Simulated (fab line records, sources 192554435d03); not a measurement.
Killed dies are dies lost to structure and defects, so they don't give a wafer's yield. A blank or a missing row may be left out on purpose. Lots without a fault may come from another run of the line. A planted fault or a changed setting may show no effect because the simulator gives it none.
Which tool did it? | flow n5_finfet | 11 lots, 33 wafers sampled, at 4 steps of a route of 1938

WHAT THE GAUGES READ, wafer by wafer
N5_MIM_BOT_LITHO_OVL_MEAS_11. Usual: MIM_BOT_OVL 1 nm, standard deviation 6.1.
lot  | measured     | on         | MIM_BOT_OVL (nm) | flag
L729 | day 15 12:37 | overlay-01 | 1 2 0            |
L730 | day 15 16:40 | overlay-02 | 9 1 4            |
L732 | day 16 01:52 | overlay-01 | -4 -9 -20        |
L733 | day 16 05:41 | overlay-02 | 8 18 10          |
L735 | day 16 10:35 | overlay-01 | 0 10 3           |
L734 | day 16 17:40 | overlay-02 | -3 -4 3          |
L738 | day 17 09:17 | overlay-02 | 0 6 -2           |
L744 | day 17 14:07 | overlay-01 | -4 -8 -9         |
L748 | day 19 21:05 | overlay-02 | -7 -11 -6        |
L746 | day 20 12:19 | overlay-02 | -6 -6 -1         |
L747 | day 20 16:16 | overlay-01 | 0 1 2            |

N5_PASSIVATION_OVL_MEAS_66. Usual: PASS_OPEN_OVL 2 nm, standard deviation 5.7.
lot  | measured     | on         | PASS_OPEN_OVL (nm) | flag
L729 | day 15 17:43 | overlay-01 | 4 9 2              |
L730 | day 16 00:34 | overlay-02 | 7 9 3              |
L732 | day 16 12:46 | overlay-01 | 10 10 15           |
L733 | day 16 13:53 | overlay-02 | -3 -1 -3           |
L735 | day 16 17:38 | overlay-01 | -3 -4 -9           |
L734 | day 17 00:05 | overlay-02 | 6 -4 6             |
L738 | day 17 15:59 | overlay-01 | 3 0 -6             |
L744 | day 17 20:31 | overlay-02 | 6 0 10             |
L748 | day 20 03:53 | overlay-01 | 5 4 5              |
L746 | day 20 19:20 | overlay-01 | 0 5 1              |
L747 | day 20 23:13 | overlay-02 | -4 -8 -1           |

WHICH TOOL RAN EACH LOT (tool, then ch and the chambers of the sampled wafers, then the start)
lot  | N5_BEOL_M11_STRIP_36               | N5_MIM_TOP_ETCH_ETCH_00
L729 | rie_diel-03 ch 0,2, day 14 00:04   | rie_metal-01 ch 0,1, day 15 11:53
L730 | rie_diel-03 ch 0,1,3, day 14 09:09 | rie_metal-01 ch 0,1, day 15 16:04
L732 | rie_diel-06 ch 1,2,3, day 14 16:59 | rie_metal-02 ch 0,1, day 16 01:09
L733 | rie_diel-06 ch 0,1,3, day 14 19:16 | rie_metal-02 ch 0,1, day 16 04:58
L735 | rie_diel-03 ch 2,3, day 14 22:38   | rie_metal-03 ch 0,1, day 16 09:59
L734 | rie_diel-06 ch 0,1,3, day 15 04:50 | rie_metal-02 ch 0,1, day 16 16:59
L738 | rie_diel-06 ch 1,2, day 15 17:26   | rie_metal-01 ch 0,1, day 17 08:41
L744 | rie_diel-03 ch 0,2,3, day 15 17:52 | rie_metal-01 ch 0,1, day 17 13:29
L748 | rie_diel-06 ch 0,1, day 18 10:44   | rie_metal-02 ch 0,1, day 19 20:17
L746 | rie_diel-01 ch 0,2, day 19 03:08   | rie_metal-03 ch 0,1, day 20 11:44
L747 | rie_diel-01 ch 0,1,2, day 19 09:25 | rie_metal-03 ch 1, day 20 15:41
- N5_BEOL_M11_STRIP_36: strips in N2/H2.
- N5_MIM_TOP_ETCH_ETCH_00: etches TiN in Cl2/BCl3, target depth 38.5 nm.

WHAT THE TOOLS THEMSELVES READ (means of the sampled wafers that have a number; where no wafer has one, the mark that the record gives instead)
N5_BEOL_M11_STRIP_36. Usual: chamber_pressure_mTorr 20.00 mTorr, standard deviation 0.038; drypump_motor_current_A 5.8 A, standard deviation 0.57; oes_product_au 0.78 a.u., standard deviation 0.077; rf_vpp_V 59.0 V, standard deviation 1.9; showerhead_plenum_p_Torr 2.53 Torr, standard deviation 0.079; throttle_valve_pct 23.79 %, standard deviation 0.2.
lot  | tool        | chamber_pressure_mTorr (mTorr) | drypump_motor_current_A (A) | oes_product_au (a.u.) | rf_vpp_V (V) | showerhead_plenum_p_Torr (Torr) | throttle_valve_pct (%) | flag
L729 | rie_diel-03 | 20.00                          | 5.4                         | 0.71                  | 58.7         | 2.54                            | 23.77                  |
L730 | rie_diel-03 | 20.01                          | 5.7                         | 0.76                  | 57.2         | 2.50                            | 23.74                  |
L732 | rie_diel-06 | 20.01                          | 5.6                         | 0.82                  | 59.7         | 2.52                            | 23.80                  |
L733 | rie_diel-06 | 20.04                          | 5.6                         | 0.87                  | 59.9         | 2.58                            | 23.83                  |
L735 | rie_diel-03 | 20.01                          | 5.1                         | 0.76                  | 60.5         | 2.61                            | 23.71                  |
L734 | rie_diel-06 | 20.02                          | 5.6                         | 0.86                  | 58.3         | 2.58                            | 23.81                  |
L738 | rie_diel-06 | 20.00                          | 5.6                         | 0.84                  | 58.8         | 2.52                            | 23.59                  |
L744 | rie_diel-03 | 19.95                          | 5.3                         | 0.74                  | 58.1         | 2.56                            | 23.79                  |
L748 | rie_diel-06 | 20.02                          | 6.0                         | 0.86                  | 60.5         | 2.58                            | 23.75                  |
L746 | rie_diel-01 | 20.00                          | 6.6                         | 0.75                  | 58.4         | 2.50                            | 24.09                  |
L747 | rie_diel-01 | 20.00                          | 6.4                         | 0.74                  | 59.5         | 2.53                            | 23.99                  |

N5_MIM_TOP_ETCH_ETCH_00. Usual: chamber_pressure_mTorr 10.000 mTorr, standard deviation 0.0094; drypump_motor_current_A 6.1 A, standard deviation 0.4; he_backside_leak_sccm 3.4 sccm, standard deviation 0.35; oes_product_au 0.80 a.u., standard deviation 0.042; throttle_valve_pct 22.70 %, standard deviation 0.068.
lot  | tool         | chamber_pressure_mTorr (mTorr) | drypump_motor_current_A (A) | he_backside_leak_sccm (sccm) | oes_product_au (a.u.) | throttle_valve_pct (%) | flag
L729 | rie_metal-01 | 10.017                         | 6.4                         | 3.6                          | 0.77                  | 22.73                  |
L730 | rie_metal-01 | 9.997                          | 6.4                         | 3.4                          | 0.77                  | 22.74                  |
L732 | rie_metal-02 | 9.997                          | 6.1                         | 3.2                          | 0.83                  | 22.64                  |
L733 | rie_metal-02 | 9.989                          | 5.8                         | 3.3                          | 0.83                  | 22.68                  |
L735 | rie_metal-03 | 10.001                         | 6.0                         | 3.3                          | 0.81                  | 22.70                  |
L734 | rie_metal-02 | 9.990                          | 5.8                         | 3.2                          | 0.83                  | 22.67                  |
L738 | rie_metal-01 | 10.000                         | 6.4                         | 3.4                          | 0.75                  | 22.74                  |
L744 | rie_metal-01 | 10.000                         | 6.4                         | 3.3                          | 0.75                  | 22.75                  |
L748 | rie_metal-02 | 9.993                          | 5.9                         | 3.4                          | 0.81                  | 22.69                  |
L746 | rie_metal-03 | 10.012                         | 5.9                         | 3.3                          | 0.78                  | 22.71                  |
L747 | rie_metal-03 | 10.006                         | 6.5                         | 3.7                          | 0.83                  | 22.77                  |

THE ANSWER, worked out from the rows above alone
Rule: a lot is off if the mean of its wafers that have a number lies more than 3 standard deviations from the usual mean. A lot without any number at a reading at which 4 lots or more have one is off too. The other lots that the step has rows for count as sound. The gauges are gone through in route order, then the tools' own readings, and for those a lot's mean is taken as printed above. The first step at which some lot is off is used, and at that step the reading that is off furthest; a lot without a number counts as furthest.
No lot is off at any reading shown: from this, nothing can be told.

WHAT THE SIMULATOR HAD PUT IN
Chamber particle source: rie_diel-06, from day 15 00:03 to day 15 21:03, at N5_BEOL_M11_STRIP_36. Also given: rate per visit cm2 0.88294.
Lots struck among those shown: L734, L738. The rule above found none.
